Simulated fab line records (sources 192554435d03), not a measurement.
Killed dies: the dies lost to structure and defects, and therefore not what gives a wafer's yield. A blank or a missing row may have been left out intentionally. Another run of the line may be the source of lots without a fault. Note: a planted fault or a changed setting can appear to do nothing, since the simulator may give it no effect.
Matching of chambers	flow n5-finfet	rie-diel-01 running N5_BEOL_M3_ETCHBACK_99: 4 sister chambers
The step etches SiO2 in CHF3, target depth 5 nm, time 10.4 s. 4 wafers are shown with their chamber, then 7 later ones without.

## WAFERS WITH THEIR CHAMBER
wafer	chamber	throttle-valve-pct (%)
L075.4	1	17.57
L079.5	2	16.81
L084.3	0	17.30
L084.4	3	17.13

## WAFERS MISSING THEIR CHAMBER
wafer	throttle-valve-pct (%)
L084.6	17.30
L094.3	17.33
L094.5	17.35
L094.6	17.18
L096.3	17.16
L096.4	17.11
L096.5	17.16

## WHICH CHAMBER EACH ONE RAN IN
wafer	from the rows above	in truth
L084.6	0	0
L094.3	0	0
L094.5	0	0
L094.6	3	3
L096.3	3	3
L096.4	3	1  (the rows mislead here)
L096.5	3	3
Correct placement for 6 of the 7. From these rows, 0 cannot be placed. Wrongly placed: 1.
How it was worked out, from the rows above alone: a wafer's distance from a chamber is the root of the sum, over the readings, of the square of ((its reading less the chamber's mean) divided by the reading's scatter). If the next closest chamber is less than 2 further off than the closest, the wafer can't be placed; otherwise it belongs to the closest. The mean given for a chamber averages the wafers shown for that chamber. The scatter: root of mean squared gap, hidden wafer to nearest shown wafer, with one shown wafer a chamber.
